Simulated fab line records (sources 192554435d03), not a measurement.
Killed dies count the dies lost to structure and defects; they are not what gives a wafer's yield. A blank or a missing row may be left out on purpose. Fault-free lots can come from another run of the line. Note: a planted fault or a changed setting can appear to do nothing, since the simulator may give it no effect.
Which tool was responsible? -- flow n5-finfet -- at 1 step of a route of 1938, 12 lots with 36 wafers sampled

== WHAT THE GAUGES SHOWED, per wafer ==
N5_BEOL_M10_RS_MEAS_57: measures by four-point-probe.
lot,measured,on,M10_RS (ohm/sq)
L074,day 10 15:50,film-metro-01,0.150 0.154 0.149
L078,day 10 23:14,film-metro-01,0.142 0.149 0.149
L076,day 11 11:17,film-metro-01,0.144 0.140 0.143
L080,day 11 16:06,film-metro-02,0.151 0.147 0.147
L083,day 12 07:43,film-metro-01,0.151 0.152 0.154
L085,day 13 01:32,film-metro-02,0.152 0.155 0.153
L088,day 13 11:13,film-metro-02,0.146 0.148 0.149
L089,day 13 23:40,film-metro-02,0.149 0.147 0.144
L091,day 14 07:20,film-metro-02,0.148 0.149 0.150
L092,day 15 00:45,film-metro-01,0.151 0.149 0.150
L094,day 15 09:35,film-metro-02,0.150 0.152 0.150
L097,day 15 19:53,film-metro-01,0.151 0.151 0.151

== TOOL THAT RAN EACH LOT (tool first, then ch and the chambers of the sampled wafers, then the start) ==
The record shows no process step preceding these readings.

== THE ANSWER, worked out from the rows above alone ==
Rule: the lots themselves supply what counts as usual. The widest of any qualifying gaps counts: lots, ordered by their means at a reading, are off when they make up no more than a third of the lots, leave a main group of 4 or more, and stand apart from it by 3 or more times the standard deviation of that group's means. If all means in a main group match to the digits the tables above print for the reading, that group is not used. Also off: a lot with no number at a reading for which 4 or more lots have one. Any other lot the step has rows for is counted as sound.
None of the lots is off at any reading shown; this tells nothing.

== WHAT HAD BEEN PUT IN BY THE SIMULATOR ==
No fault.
